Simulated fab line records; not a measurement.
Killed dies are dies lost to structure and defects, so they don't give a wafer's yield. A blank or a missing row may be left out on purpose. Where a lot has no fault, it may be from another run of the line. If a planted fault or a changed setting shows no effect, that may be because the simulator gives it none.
fab line records | flow nand-harc
[record] lots = 13 | wafers = 39 | last-day = 25
route steps=1159 shown P_CONTACT@218 END@1159
lots with no fault: from the same line, run without faults
start-h: the number of hours between the record's first day and the start of the first shown wafer of the lot | wait-h: time in hours since the lot's previous step | " the same as in the row above | L1.1+2: a row that stands for several wafers | - no value present, or no start provided | * or withheld: withheld | < > ~ a bound
route shown NAME@n: NAME is a module with steps in the file, n the number in the route of the first one | usual: the fault-free wafers' mean and standard deviation | same: alike in all rows | chamber/n: place in a boat | sites: readings site by site | _std_site: standard deviation of those values | _edge_site: outer sites' mean less inner sites' | radius-mm: how far each site lies from the wafer's centre | mask NAME#n: copy n | behind: the tool/chamber that last shaped the wafer | hold: why the lot was held/for how many hours/how that ended | device: names the non-switching transistor (n, p or np) | end of line: tests run on the same wafers once the route is complete | a step given without rows: its recipe and nothing more | killed: the dies lost at the first sort to structure and to defects; this is not the yield of the wafer | map: the dies of a wafer, with x for killed, . for not killed, _ for no die there
set.NAME: setting as actually run; set.NAME@STEP: the setting as run at that earlier step | model.NAME: the simulator's own value behind a step, which no gauge read
one table for each step of the route and one row for each wafer, over a sample of lots
services: a tool's chamber out of use, with start hour (start-h, from the record's first day; less than 0 if before it), hours out, and reason
[[steps]]
[step NHARC_P_CONTACT_DEP_00]
[recipe] target-thk-a = 5000 | temp-c = 400 | pressure-torr = 6.5 | rf-w = 900 | teos-flow-sccm = 161.4 | flow-sccm = 2650 | target-thk-nm = 500 | gas = O2 | material = SiO2
[usual] chamber-pressure-Torr = 6.501/0.013 | heater-power-w = 578/110 | throttle-valve-pct = 16.1/0.46
lot.wafer | tool     | chamber | start-h | wait-h | chamber-pressure-Torr | heater-power-w | throttle-valve-pct
L831.1    | pecvd-02 | 2       | 110.25  | 0.3    | 6.505                 | 584            | 16.5
L831.2    | "        | 0       | "       | "      | 6.514                 | 693            | 16.3
L831.3    | "        | 0       | "       | "      | 6.493                 | 761            | 16.4
L830.3    | pecvd-01 | 1       | -       | -      | 6.496                 | 710            | 16.5
L830.1    | "        | 2       | "       | "      | 6.495                 | 617            | 16.3
L830.2    | "        | 0       | "       | "      | 6.507                 | 473            | 15.5
L833.1    | pecvd-01 | 0       | -       | -      | 6.460                 | 562            | 16.0
L833.3    | "        | 2       | "       | "      | 6.493                 | 581            | 16.5
L833.6    | "        | 2       | "       | "      | 6.493                 | 598            | 16.4
L834.1    | pecvd-01 | 0       | -       | -      | 6.500                 | 599            | 16.0
L834.3    | "        | 1       | "       | "      | 6.492                 | 760            | 16.7
L834.6    | "        | 2       | "       | "      | 6.483                 | 642            | 16.4
L835.2    | pecvd-04 | 2       | -       | -      | 6.494                 | 700            | 16.3
L835.1    | "        | 0       | "       | "      | 6.499                 | 324            | 15.8
L835.6    | "        | 2       | "       | "      | 6.521                 | 543            | 16.4
L837.2    | pecvd-04 | 0       | -       | -      | 6.499                 | 344            | 15.7
L837.3    | "        | 1       | "       | "      | 6.509                 | 567            | 15.3
L837.4    | "        | 0       | "       | "      | 6.502                 | 377            | 16.0
L836.3    | pecvd-01 | 0       | -       | -      | 6.491                 | 549            | 15.7
L836.1    | "        | 1       | "       | "      | 6.499                 | 581            | 16.5
L836.4    | "        | 1       | "       | "      | 6.484                 | 637            | 16.6
L839.1    | pecvd-04 | 1       | -       | -      | 6.479                 | 557            | 15.3
L839.3    | "        | 0       | "       | "      | 6.513                 | 446            | 15.7
L839.4    | "        | 1       | "       | "      | 6.482                 | 429            | 15.7
L842.3    | pecvd-04 | 1       | -       | -      | 6.506                 | 483            | 15.4
L842.6    | "        | 2       | "       | "      | 6.480                 | 535            | 16.6
L842.4    | "        | 0       | "       | "      | 6.509                 | 431            | 15.9
L849.3    | pecvd-02 | 1       | -       | -      | 6.515                 | 635            | 16.4
L849.2    | "        | 0       | "       | "      | 6.479                 | 715            | 16.0
L849.6    | "        | 2       | "       | "      | 6.482                 | 512            | 16.5
L850.3    | pecvd-02 | 1       | -       | -      | 6.495                 | 635            | 16.4
L850.2    | "        | 0       | "       | "      | 6.524                 | 784            | 16.3
L850.5    | "        | 0       | "       | "      | 6.511                 | 797            | 16.2
L852.5    | pecvd-04 | 1       | -       | -      | 6.485                 | 503            | 15.0
L852.4    | "        | 2       | "       | "      | 6.507                 | 551            | 16.1
L852.6    | "        | 0       | "       | "      | 6.509                 | 479            | 16.1
L853.1    | pecvd-02 | 0       | -       | -      | 6.488                 | 765            | 16.1
L853.2    | "        | 1       | "       | "      | 6.497                 | 567            | 16.3
L853.5    | "        | 0       | "       | "      | 6.474                 | 772            | 16.1
[step NHARC_P_CONTACT_EXPOSE_09]
[recipe] na = 1.35 | target-cd-nm = 90 | dose-mj = 81.26 | mask-id = P_CA
[usual] stage-vel-mm-s = 500.01/0.22
lot.wafer | tool            | chamber | start-h | wait-h | mask      | stage-vel-mm-s
L831.1    | arfi-scanner-03 | 0       | 111.57  | -      | P_CA#0    | 500.27
L831.2    | "               | 0       | "       | "      | P_CA#0    | 500.24
L831.3    | "               | 0       | "       | "      | P_CA#0    | 499.56
L830.1    | arfi-scanner-01 | 0       | 112.43  | -      | P_CA#0    | 500.00
L830.2    | "               | 0       | "       | "      | P_CA#0    | 499.91
L830.3    | "               | 0       | "       | "      | P_CA#0    | 499.87
L833.1    | arfi-scanner-01 | 0       | 123.86  | -      | P_CA#0    | 500.39
L833.3    | "               | 0       | "       | "      | P_CA#0    | 500.12
L833.6    | "               | 0       | "       | "      | P_CA#0    | 499.78
L834.1    | arfi-scanner-01 | 0       | 134.63  | -      | P_CA#0    | 500.25
L834.3    | "               | 0       | "       | "      | P_CA#0    | 499.96
L834.6    | "               | 0       | "       | "      | P_CA#0    | 499.83
L835.1    | arfi-scanner-03 | 0       | 135.28  | -      | P_CA#0    | 500.45
L835.2    | "               | 0       | "       | "      | P_CA#0    | 500.26
L835.6    | "               | 0       | "       | "      | P_CA#0    | 500.40
L837.2    | arfi-scanner-03 | 0       | 154.07  | -      | P_CA#0    | 500.52
L837.3    | "               | 0       | "       | "      | P_CA#0    | 499.94
L837.4    | "               | 0       | "       | "      | P_CA#0    | 499.96
L836.1    | arfi-scanner-02 | 0       | 154.57  | -      | P_CA#0    | 500.19
L836.3    | "               | 0       | "       | "      | P_CA#0    | 499.87
L836.4    | "               | 0       | "       | "      | P_CA#0    | 500.29
L839.1    | arfi-scanner-03 | 0       | 162.04  | -      | P_CA#0    | 499.90
L839.3    | "               | 0       | "       | "      | P_CA#0    | 499.85
L839.4    | "               | 0       | "       | "      | P_CA#0    | 499.89
L842.3    | arfi-scanner-03 | 0       | 184.91  | -      | P_CA_R1#0 | 500.23
L842.4    | "               | 0       | "       | "      | P_CA_R1#0 | 499.94
L842.6    | "               | 0       | "       | "      | P_CA_R1#0 | 500.25
L849.2    | arfi-scanner-01 | 0       | 224.76  | -      | P_CA#0    | 499.70
L849.3    | "               | 0       | "       | "      | P_CA#0    | 499.96
L849.6    | "               | 0       | "       | "      | P_CA#0    | 500.08
L850.2    | arfi-scanner-01 | 0       | 226.51  | -      | P_CA#0    | 499.84
L850.3    | "               | 0       | "       | "      | P_CA#0    | 499.78
L850.5    | "               | 0       | "       | "      | P_CA#0    | 499.97
L852.4    | arfi-scanner-03 | 0       | 236.17  | -      | P_CA#0    | 500.02
L852.5    | "               | 0       | "       | "      | P_CA#0    | 499.54
L852.6    | "               | 0       | "       | "      | P_CA#0    | 499.75
L853.1    | arfi-scanner-03 | 0       | 249.02  | -      | P_CA#0    | 500.00
L853.2    | "               | 0       | "       | "      | P_CA#0    | 499.80
L853.5    | "               | 0       | "       | "      | P_CA#0    | 499.62
[step NHARC_P_CONTACT_CD_MEAS_12]
[recipe] target-cd-nm = 90 | landing-energy-ev = 500
[usual] cd-nm = 90.3/0.58
lot.wafer | tool      | chamber | start-h | wait-h | cd-nm
L831.1    | cd-sem-01 | 0       | 111.71  | -      | 90.8
L831.2    | "         | 0       | "       | "      | 89.0
L831.3    | "         | 0       | "       | "      | 90.6
L830.1    | cd-sem-02 | 0       | 112.58  | -      | 91.6
L830.2    | "         | 0       | "       | "      | 90.7
L830.3    | "         | 0       | "       | "      | 90.6
L833.1    | cd-sem-02 | 0       | 124.00  | -      | 90.6
L833.3    | "         | 0       | "       | "      | 89.7
L833.6    | "         | 0       | "       | "      | 90.2
L834.1    | cd-sem-03 | 0       | 134.77  | -      | 89.3
L834.3    | "         | 0       | "       | "      | 90.1
L834.6    | "         | 0       | "       | "      | 89.5
L835.1    | cd-sem-03 | 0       | 135.42  | -      | 90.5
L835.2    | "         | 0       | "       | "      | 90.5
L835.6    | "         | 0       | "       | "      | 90.6
L837.2    | cd-sem-01 | 0       | 154.21  | -      | 90.8
L837.3    | "         | 0       | "       | "      | 90.5
L837.4    | "         | 0       | "       | "      | 90.0
L836.1    | cd-sem-01 | 0       | 154.71  | -      | 90.5
L836.3    | "         | 0       | "       | "      | 90.5
L836.4    | "         | 0       | "       | "      | 90.6
L839.1    | cd-sem-01 | 0       | 162.18  | -      | 90.1
L839.3    | "         | 0       | "       | "      | 90.4
L839.4    | "         | 0       | "       | "      | 90.6
L842.3    | cd-sem-03 | 0       | 185.04  | -      | 80.9
L842.4    | "         | 0       | "       | "      | 80.5
L842.6    | "         | 0       | "       | "      | 80.6
L849.2    | cd-sem-01 | 0       | 224.90  | -      | 90.1
L849.3    | "         | 0       | "       | "      | 89.7
L849.6    | "         | 0       | "       | "      | 90.0
L850.2    | cd-sem-01 | 0       | 226.65  | -      | 90.2
L850.3    | "         | 0       | "       | "      | 90.7
L850.5    | "         | 0       | "       | "      | 90.6
L852.4    | cd-sem-01 | 0       | 236.30  | -      | 90.5
L852.5    | "         | 0       | "       | "      | 90.7
L852.6    | "         | 0       | "       | "      | 91.3
L853.1    | cd-sem-01 | 0       | 249.16  | -      | 90.1
L853.2    | "         | 0       | "       | "      | 90.7
L853.5    | "         | 0       | "       | "      | 90.5
[step NHARC_P_CONTACT_INSPECT_14]
[usual] raw-defect-count = 3.6/2
lot.wafer | tool              | chamber | start-h | wait-h | raw-defect-count
L831.1    | defect-inspect-01 | -       | 111.84  | 0.0    | 6
L831.2    | "                 | -       | "       | "      | 3
L831.3    | "                 | -       | "       | "      | 0
L830.1    | defect-inspect-02 | -       | 112.70  | 0.0    | 6
L830.2    | "                 | -       | "       | "      | 7
L830.3    | "                 | -       | "       | "      | 10
L833.1    | defect-inspect-02 | -       | 124.13  | 0.0    | 0
L833.3    | "                 | -       | "       | "      | 1
L833.6    | "                 | -       | "       | "      | 7
L834.1    | defect-inspect-01 | -       | 134.91  | 0.0    | 8
L834.3    | "                 | -       | "       | "      | 4
L834.6    | "                 | -       | "       | "      | 4
L835.1    | defect-inspect-01 | -       | 135.55  | 0.0    | 5
L835.2    | "                 | -       | "       | "      | 3
L835.6    | "                 | -       | "       | "      | 4
L837.2    | defect-inspect-02 | -       | 154.35  | 0.0    | 3
L837.3    | "                 | -       | "       | "      | 5
L837.4    | "                 | -       | "       | "      | 2
L836.1    | defect-inspect-02 | -       | 154.84  | 0.0    | 3
L836.3    | "                 | -       | "       | "      | 3
L836.4    | "                 | -       | "       | "      | 5
L839.1    | defect-inspect-01 | -       | 162.32  | 0.0    | 5
L839.3    | "                 | -       | "       | "      | 7
L839.4    | "                 | -       | "       | "      | 6
L842.3    | defect-inspect-01 | -       | 185.17  | 0.0    | 6
L842.4    | "                 | -       | "       | "      | 8
L842.6    | "                 | -       | "       | "      | 4
L849.2    | defect-inspect-01 | -       | 225.02  | 0.0    | 5
L849.3    | "                 | -       | "       | "      | 5
L849.6    | "                 | -       | "       | "      | 4
L850.2    | defect-inspect-02 | -       | 226.77  | 0.0    | 0
L850.3    | "                 | -       | "       | "      | 3
L850.5    | "                 | -       | "       | "      | 1
L852.4    | defect-inspect-01 | -       | 236.42  | 0.0    | 1
L852.5    | "                 | -       | "       | "      | 3
L852.6    | "                 | -       | "       | "      | 5
L853.1    | defect-inspect-02 | -       | 249.28  | 0.0    | 2
L853.2    | "                 | -       | "       | "      | 3
L853.5    | "                 | -       | "       | "      | 6
[step NHARC_P_CONTACT_CVD_23]
[recipe] target-thk-a = 2000 | temp-c = 300 | pressure-torr = 40 | wf6-flow-sccm = 40 | h2-flow-sccm = 1600 | ar-flow-sccm = 1560 | time-s = 557 | material = W
[usual] chamber-pressure-Torr = 40.00/0.095 | heater-power-w = 464/27 | throttle-valve-pct = 8.01/0.27
[same] time-s = 557
lot.wafer | tool     | chamber | start-h | wait-h | chamber-pressure-Torr | heater-power-w | throttle-valve-pct
L831.2    | cvd-w-02 | 0       | -       | -      | 40.03                 | 468            | 7.68
L831.1    | "        | 1       | "       | "      | 40.03                 | 438            | 8.02
L831.3    | "        | 1       | "       | "      | 40.06                 | 422            | 8.10
L830.1    | cvd-w-02 | 0       | -       | -      | 40.08                 | 465            | 7.63
L830.2    | "        | 1       | "       | "      | 40.05                 | 435            | 7.83
L830.3    | "        | 1       | "       | "      | 40.17                 | 441            | 7.95
L833.1    | cvd-w-02 | 1       | -       | -      | 39.97                 | 432            | 8.02
L833.3    | "        | 1       | "       | "      | 39.97                 | 439            | 8.11
L833.6    | "        | 1       | "       | "      | 39.97                 | 437            | 8.16
L834.1    | cvd-w-01 | 1       | -       | -      | 40.00                 | 455            | 7.74
L834.3    | "        | 1       | "       | "      | 39.81                 | 448            | 7.49
L834.6    | "        | 0       | "       | "      | 39.93                 | 500            | 8.49
L835.2    | cvd-w-01 | 1       | -       | -      | 40.07                 | 457            | 7.86
L835.1    | "        | 0       | "       | "      | 39.96                 | 495            | 8.51
L835.6    | "        | 1       | "       | "      | 40.03                 | 449            | 7.96
L837.2    | cvd-w-02 | 0       | -       | -      | 40.00                 | 455            | 7.66
L837.4    | "        | 1       | "       | "      | 39.94                 | 430            | 7.87
L837.3    | "        | 0       | "       | "      | 39.99                 | 469            | 7.71
L836.1    | cvd-w-02 | 0       | -       | -      | 40.10                 | 465            | 7.77
L836.3    | "        | 0       | "       | "      | 40.06                 | 452            | 7.84
L836.4    | "        | 1       | "       | "      | 39.81                 | 429            | 8.00
L839.1    | cvd-w-01 | 1       | -       | -      | 39.92                 | 447            | 7.68
L839.4    | "        | 0       | "       | "      | 39.85                 | 499            | 8.32
L839.3    | "        | 1       | "       | "      | 40.06                 | 465            | 7.52
L842.3    | cvd-w-01 | 1       | -       | -      | 39.87                 | 467            | 7.50
L842.4    | "        | 0       | "       | "      | 39.92                 | 502            | 8.52
L842.6    | "        | 1       | "       | "      | 39.94                 | 476            | 7.78
L849.2    | cvd-w-01 | 0       | -       | -      | 40.02                 | 508            | 8.46
L849.3    | "        | 1       | "       | "      | 40.07                 | 462            | 7.93
L849.6    | "        | 0       | "       | "      | 39.95                 | 512            | 8.20
L850.2    | cvd-w-02 | 0       | -       | -      | 40.18                 | 447            | 7.73
L850.3    | "        | 1       | "       | "      | 40.14                 | 445            | 8.09
L850.5    | "        | 1       | "       | "      | 40.04                 | 435            | 8.14
L852.4    | cvd-w-02 | 1       | -       | -      | 39.77                 | 444            | 7.94
L852.5    | "        | 0       | "       | "      | 40.07                 | 446            | 7.82
L852.6    | "        | 1       | "       | "      | 39.81                 | 433            | 7.93
L853.1    | cvd-w-01 | 1       | -       | -      | 40.04                 | 462            | 7.94
L853.2    | "        | 0       | "       | "      | 39.90                 | 519            | 8.70
L853.5    | "        | 0       | "       | "      | 39.99                 | 513            | 8.34
[step NHARC_END_SORT_01]
[recipe] temp-c = 25
[usual] killed-at-array = 25/9.2 | killed-at-other = 0.9/1.3 | killed-at-periphery = 3.3/2.3 | killed-dies = 29/9.6 | killed-open = 3.2/1.8 | killed-short = 2/1.4
[same] gross-dies = 677
lot.wafer | tool      | chamber | start-h | wait-h | killed-at-array | killed-at-other | killed-at-periphery | killed-dies | killed-open | killed-short
L842.3    | prober-02 | 0       | 521.66  | 3.1    | 31              | 0               | 6                   | 37          | 2           | 3
L842.4    | prober-02 | 0       | 522.46  | 3.4    | 27              | 0               | 10                  | 37          | 2           | 1
L842.6    | prober-02 | 0       | 524.04  | 4.0    | 34              | 0               | 13                  | 47          | 3           | 2
// killed by level:class
L842.3 A_CHANNEL_HOLE_D1:chamber-film-flake=15 A_CHANNEL_FILL_D1:chamber-film-flake=4 A_STAIRCASE:chamber-film-flake=3 A_WL_FILL:chamber-film-flake=3 P_M0:geometric-particle:open=2 P_ZERO_WELL:chamber-film-flake=2 A_ZERO_WELL:chamber-film-flake=2 P_CONTACT:area-expose=2
L842.4 A_CHANNEL_HOLE_D1:chamber-film-flake=12 P_CONTACT:area-expose=7 A_STAIRCASE:chamber-film-flake=6 A_CONTACT:chamber-film-flake=3 P_ZERO_WELL:chamber-film-flake=2 A_WL_FILL:chamber-film-flake=2 A_ONON_D1:geometric-particle:short=1 A_CONTACT:geometric-particle:open=1
L842.6 A_CHANNEL_HOLE_D1:chamber-film-flake=15 P_CONTACT:area-expose=9 A_CHANNEL_FILL_D1:chamber-film-flake=4 A_STAIRCASE:chamber-film-flake=4 A_CONTACT:chamber-film-flake=3 A_ZERO_WELL:chamber-film-flake=3 P_ZERO_WELL:chamber-film-flake=2 P_CONTACT:geometric-particle:open=1
[[services]]
tool            | chamber | start-h | hours | kind
cvd-w-01        | 0       | 89.21   | 14.8  | repair
pecvd-01        | 2       | 91.54   | 17.5  | repair
pecvd-02        | 0       | 94.54   | 2.4   | repair
pecvd-01        | -       | 102.30  | 0.4   | repair
cvd-w-01        | -       | 109.83  | 1.2   | repair
cvd-w-01        | -       | 111.91  | 13.0  | pm
pecvd-01        | 1       | 111.97  | 5.0   | repair
arfi-scanner-03 | -       | 120.80  | 0.9   | repair
arfi-scanner-02 | -       | 129.37  | 4.0   | pm
pecvd-02        | 1       | 134.35  | 24.9  | repair
arfi-scanner-03 | -       | 140.00  | 4.0   | pm
cvd-w-01        | -       | 147.55  | 2.2   | repair
pecvd-02        | -       | 153.37  | 13.0  | pm
pecvd-04        | -       | 161.75  | 0.4   | repair
pecvd-01        | -       | 162.00  | 1.1   | repair
pecvd-04        | -       | 195.70  | 13.0  | pm
arfi-scanner-01 | -       | 196.00  | 4.0   | pm
cvd-w-02        | -       | 198.65  | 13.0  | pm
arfi-scanner-03 | -       | 201.08  | 2.6   | repair
pecvd-01        | 2       | 206.82  | 3.9   | repair
arfi-scanner-01 | -       | 211.15  | 0.7   | repair
pecvd-01        | -       | 237.00  | 13.0  | pm
arfi-scanner-03 | -       | 237.11  | 0.8   | repair
arfi-scanner-01 | -       | 242.55  | 1.0   | repair
[[key]]
[first-sign] step = NHARC_P_CONTACT_EXPOSE_09 | reading = mask | direction = changed
[effect] step = NHARC_P_CONTACT_CD_MEAS_12 | reading = cd-nm | direction = down | sigmas = 17 | usual = 90.3 | struck = 80.7
[effect] step = NHARC_END_SORT_01 | reading = killed-at-periphery | direction = up | sigmas = 2.8 | usual = 3.3 | struck = 9.7 | wafers-moved = 2
met-at NHARC_P_CONTACT_EXPOSE_09
struck-lots L842
tester-left-out L842
not-acting-at NHARC_P_CONTACT_DEP_00,NHARC_P_CONTACT_INSPECT_14,NHARC_P_CONTACT_CVD_23
onset-between 162.04 184.91
[fault] kind = wrong-mask | tool = any | chamber = - | onset-h = 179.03 | steps = NHARC_P_CONTACT_EXPOSE_09 | aux-copy = P_CA_R1#0 | cd-offset-nm = -9.614 | scope = struck-lots-only
// tester-left-out: of these lots the tester's yield and bins aren't shown, on N5 and GAA mostly nor the transistor test; their killed dies are dies lost to structure and defects alone, not to doping, threshold or leakage, so they don't give the yield
